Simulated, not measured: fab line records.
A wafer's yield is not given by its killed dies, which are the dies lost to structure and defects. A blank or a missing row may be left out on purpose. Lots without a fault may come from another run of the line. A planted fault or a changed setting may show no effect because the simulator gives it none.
Matching of chambers | flow nand_harc | NHARC_A_CONTACT_ETCH_102 on rie_diel-04 has 4 sister chambers
The step etches the open film in CF4/O2, target depth 70 nm, overetch 7 nm, time 38.5 s. 4 wafers are shown with their chamber, then 12 later ones without.

== WAFERS, EACH WITH ITS CHAMBER ==
wafer  | chamber | showerhead_plenum_p_Torr (Torr)
L086.1 | 3       | 1.40
L088.2 | 0       | 1.31
L088.3 | 2       | 1.37
L088.6 | 1       | 1.32

== WAFERS WITHOUT THEIR CHAMBER ==
wafer  | showerhead_plenum_p_Torr (Torr)
L092.3 | 1.31
L092.4 | 1.40
L092.6 | 1.31
L092.1 | 1.37
L092.2 | 1.32
L092.5 | 1.40
L094.1 | 1.39
L094.2 | 1.37
L094.5 | 1.37
L095.1 | 1.39
L095.3 | 1.37
L095.6 | 1.32

== EACH ONE'S CHAMBER ==
wafer  | from the rows above | in truth
L092.3 | 0                   | 0
L092.4 | 3                   | 3
L092.6 | 0                   | 0
L092.1 | 2                   | 2
L092.2 | 1                   | 1
L092.5 | 3                   | 3
L094.1 | 3                   | 3
L094.2 | 2                   | 2
L094.5 | 2                   | 2
L095.1 | 3                   | 3
L095.3 | 2                   | 2
L095.6 | 1                   | 1
Correctly placed: 12 of 12. Not placeable from these rows: 0. Wrongly placed: 0.
How it was worked out, from the rows above alone: a wafer's distance from a chamber is the root of the sum, over the readings, of the square of ((its reading less the chamber's mean) divided by the reading's scatter). If the next closest chamber is less than 2 further off than the closest, the wafer can't be placed; otherwise it belongs to the closest. Each chamber's mean is taken over the wafers shown for it. The scatter: with one shown wafer a chamber, the root of the mean of the squares of how far each hidden wafer lies from its nearest shown one.
